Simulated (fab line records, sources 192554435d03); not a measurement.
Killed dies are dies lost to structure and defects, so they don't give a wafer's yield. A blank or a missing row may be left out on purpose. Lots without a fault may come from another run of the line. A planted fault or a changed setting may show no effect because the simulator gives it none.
A struck lot beside a sound one | flow n5_finfet | 39 steps out of a route of 1938
Sound: wafers L649.1, L649.5, L649.6. Struck: wafer L640.1. (L640.6 of the same lot was not struck and is left out.) The cause comes at the end.
At each step with rows: each side's tool, then ch and its chambers, then its first start. Under that, the readings that differ: sound wafers | struck wafers | difference of the means | sigmas: that difference in standard deviations of wafers without a fault.
alike: readings whose means differ by less than 2 such deviations, and words and numbers that are the same on both sides. not compared: withheld readings, readings that some wafer has no value for, bounds like >300 that may hide the same value, and numbers for which the record gives no deviation and whose values overlap.
The two part at a step that has a row with sigmas, a row that says differs or no value, or rows on one side only. Numbers that don't overlap but have no deviation are shown without sigmas and don't part them. A reading that every wafer of one side lacks parts them only if that side has two wafers or more.

first, 11 steps without rows for these wafers: N5_FIN_SAQP_SPACER1_ETCHBACK_25 (etches SiO2 in CHF3/O2, target depth 24.4 nm, time 12.2 s); N5_FIN_SAQP_MANDREL1_REMOVE_56 (chemistry HBr/Cl2/O2, target a-Si, stops on SiNx, bt time 10 s); N5_FIN_SAQP_ETCH_57 (etches SiNx in CH3F/O2, target depth 32.5 nm, time 46.4 s); N5_FIN_SAQP_ETCH_65 (etches SiO2 in CF4, target depth 4 nm, time 4.4 s); N5_FIN_SAQP_MANDREL_ETCH_58 (etches a-Si in HBr/Cl2, stops on SiNx, target depth 45 nm, bt time 10 s, time 27 s); N5_FIN_SAQP_RECESS_63 (chemistry HF/NH3, target SiO2, target depth 18 nm, afs cycles 3, sublimation time 60 s); N5_FIN_SAQP_COAT_68 (time 60 s, resist thk 100 nm); N5_FIN_SAQP_ETCH_69 (etches SOC in N2/H2, stops on SiNx, target depth 150 nm); N5_FIN_SAQP_ETCH_67 (etches SiNx in CH3F/O2, target depth 30 nm); N5_FIN_SAQP_STRIP_70 (strips in N2/H2); N5_FIN_SAQP_RECESS_71 (chemistry HF/NH3, target SiO2, target depth 3 nm, afs cycles 1, sublimation time 60 s).
N5_FIN_SAQP_SPACER2_ALD_28: deposits SiO2, target thk 8.1 nm, pulse time 1 s, purge time 2 s.
  sound on ald_sin-02 ch 1,2, day 7 08:58; struck on ald_sin-04 ch 2, day 5 06:15
  reading                                           | sound             | struck | difference | sigmas
  precursor_pulse_height_rel                        | 0.986 1.004 0.962 | 1.031  | +0.047     | +2
  model.SiO2_of_FIN_SAQP_SPACER2_ALD_28.thk_nm (nm) | 8.2 8.2 8.2       | 10.8   | +2.6       |
  alike: heater_power_w
then, 1 step without rows for these wafers: N5_FIN_SAQP_SPACER2_ETCHBACK_29 (etches SiO2 in CHF3/O2, target depth 12.2 nm, time 6.1 s).
N5_FIN_SAQP_MANDREL2_REMOVE_60: chemistry HBr/Cl2/O2, target a-Si, stops on SiNx, bt time 10 s.
  sound on rie_si-01 ch 0,1,3, day 7 09:24; struck on rie_si-04 ch 3, day 5 06:40
  reading                     | sound       | struck | difference | sigmas
  drypump_motor_current_A (A) | 5.4 5.1 5.1 | 6.3    | +1.1       | +2
  model.FIN_SAQP.cd_nm (nm)   | 8.2 8 8     | 10.8   | +2.7       |
  alike: HBr_flow_sccm, oes_product_au, throttle_valve_pct
  not compared: rf_hours_counter_h
N5_FIN_SAQP_CD_MEAS_31: target cd 8 nm.
  sound on cd_sem-01 ch 0, day 7 09:31; struck on cd_sem-03 ch 0, day 5 06:46
  reading    | sound          | struck | difference | sigmas
  cd_nm (nm) | 7.81 8.15 8.08 | 10.73  | +2.72      | +14
then, 3 steps without rows for these wafers: N5_FIN_SAQP_HM_OPEN_33 (chemistry CH3F/O2, target SiNx, target depth 49.4 nm, time 70.6 s); N5_FIN_SAQP_ETCH_34 (etches SiO2 in C4F6/O2, target depth 45 nm, time 15 s); N5_FIN_SAQP_STRIP_77 (strips in N2/H2, time 90 s).
N5_FIN_SAQP_HM_CD_35: target cd 8 nm.
  sound on cd_sem-01, day 7 09:52; struck on cd_sem-03, day 5 07:07
  reading    | sound          | struck | difference | sigmas
  cd_nm (nm) | 7.96 8.05 8.14 | 10.46  | +2.41      | +10
then, 1 step without rows for these wafers: N5_FIN_SAQP_ETCH_64 (etches SiO2 in CF4, target depth 1.5 nm).
N5_FIN_SAQP_FIN_ETCH_36: etches the open film in HBr/Cl2/O2, target depth 120 nm, time 50.4 s.
  sound on rie_si-04 ch 0,3, day 7 09:56; struck on rie_si-01 ch 2, day 5 07:11
  reading                   | sound       | struck | difference | sigmas
  model.FIN_SAQP.cd_nm (nm) | 8.2 8.2 8.2 | 10.8   | +2.6       |
  alike: HBr_flow_sccm, drypump_motor_current_A, oes_product_au, throttle_valve_pct
  not compared: rf_hours_counter_h
N5_FIN_SAQP_CD_MEAS_37: target cd 8 nm.
  sound on cd_sem-03, day 7 10:03; struck on cd_sem-01, day 5 07:17
  reading    | sound          | struck | difference | sigmas
  cd_nm (nm) | 8.20 8.31 8.08 | 10.97  | +2.77      | +12
then, 14 steps without rows for these wafers: N5_FIN_SAQP_PRECLEAN_38 (cleans in O3/DIW, time 45 s); N5_FIN_SAQP_PRECLEAN_45 (cleans in dHF, time 10 s); N5_FIN_SAQP_SRD_39 (time 30 s); N5_FIN_CUT_COAT_18 (time 60 s, resist thk 230 nm); N5_FIN_CUT_COAT_19 (time 60 s, resist thk 20 nm); N5_FIN_CUT_COAT_29 (time 60 s, resist thk 10 nm); N5_FIN_CUT_COAT_02 (resist thk 30 nm); N5_FIN_CUT_EBR_04; N5_FIN_CUT_SOFTBAKE_03 (time 60 s); N5_FIN_CUT_EXPOSE_05 (exposes mask FIN CUT); N5_FIN_CUT_PEB_06 (peb time 60 s); N5_FIN_CUT_DEVELOP_07 (develop time 30 s); N5_FIN_CUT_DESCUM_13 (chemistry O2, time 7 s); N5_FIN_CUT_ETCH_30 (etches underlayer in N2/H2, target depth 13 nm, time 10.4 s).
N5_STI_FIN_REVEAL_CD_MEAS_22: target cd 6.238 nm, pitch 28 nm.
  sound on cd_sem-02, day 7 23:35; struck on cd_sem-01, day 5 17:35
  reading    | sound          | struck | difference | sigmas
  cd_nm (nm) | 6.57 6.24 5.83 | 9.15   | +2.94      | +12
-- the record jumps here: 5 days lie between the struck wafers' starts before and after (it left off in module STI_FIN_REVEAL and takes up again in module BEOL_M4, whose first step shown is number 1111 of the route) --
N5_BEOL_M4_RC_MEAS_101:
  sound on prober-01 ch 0, day 13 16:14; struck on prober-02 ch 0, day 11 05:29
  reading            | sound                | struck | difference | sigmas
  DIBL_N (mV/V)      | 35.2 34.9 34.4       | 53.2   | +18.4      | +13
  DIBL_P (mV/V)      | 36.3 35.6 35.6       | 57.7   | +21.9      | +13
  IOFF_N (nA/um)     | 0.178 0.163 0.162    | 1.516  | +1.348     | +59
  IOFF_N_85C (nA/um) | 3.4 3.1 3.1          | 20.4   | +17.2      | +45
  IOFF_N_LIN (nA/um) | 0.081 0.077 0.075    | 0.503  | +0.425     | +47
  IOFF_P (nA/um)     | 0.210 0.206 0.198    | 1.168  | +0.963     | +33
  IOFF_P_85C (nA/um) | 3.6 3.6 3.5          | 15.3   | +11.7      | +27
  IOFF_P_LIN (nA/um) | 0.102 0.101 0.098    | 0.345  | +0.245     | +22
  ION_N (uA/um)      | 670 677 666          | 800    | +129       | +15
  ION_P (uA/um)      | 457 464 454          | 525    | +67        | +10
  SS_N (mV/dec)      | 71.9 71.5 71.1       | 74.6   | +3.1       | +6
  SS_P (mV/dec)      | 73.7 73.9 73.4       | 78.0   | +4.3       | +7
  VT_N (mV)          | 245.9 247.7 247.2    | 209.7  | -37.2      | -12
  VT_N_LVT (mV)      | 94.3 96.4 97.0       | 59.7   | -36.2      | -14
  VT_P (mV)          | -247.7 -251.7 -248.7 | -228.7 | +20.7      | +7
  VT_P_LVT (mV)      | -99.0 -98.8 -98.6    | -75.7  | +23.1      | +10
-- the record jumps here: 4 days lie between the struck wafers' starts before and after (it left off in module BEOL_M4 and takes up again in module PASSIVATION, whose first step shown is number 1936 of the route) --
N5_PASSIVATION_PROBE_49:
  sound on prober-02, day 18 09:59; struck on prober-02, day 15 13:23
  reading                | sound | struck | difference | sigmas
  killed_at_M4_up        | 23    | 11     | -12        | -3
  killed_at_other        | 3     | 12     | +9         | +3
  sort_bin_4_leakage (%) | 0     | 90.93  | +90.93     |
  sort_n_pass            | 1074  | 0      | -1074      | -63
  sort_yield_pct (%)     | 91.0  | 0      | -91        | -61
  alike: defect_limited_yield, killed_at_M0_to_M3, killed_at_contacts, killed_at_front_end, killed_dies, killed_open, killed_short, sort_bin_5_function, sort_bin_6_memory

WHERE THEY PART
First at N5_FIN_SAQP_SPACER2_ALD_28; last, within this record, at N5_PASSIVATION_PROBE_49.

WHY: what the simulator had put in
Process parameter drift: ald_sin-04, from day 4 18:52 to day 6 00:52, at N5_FIN_SAQP_SPACER2_ALD_28. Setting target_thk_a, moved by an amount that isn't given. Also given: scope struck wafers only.
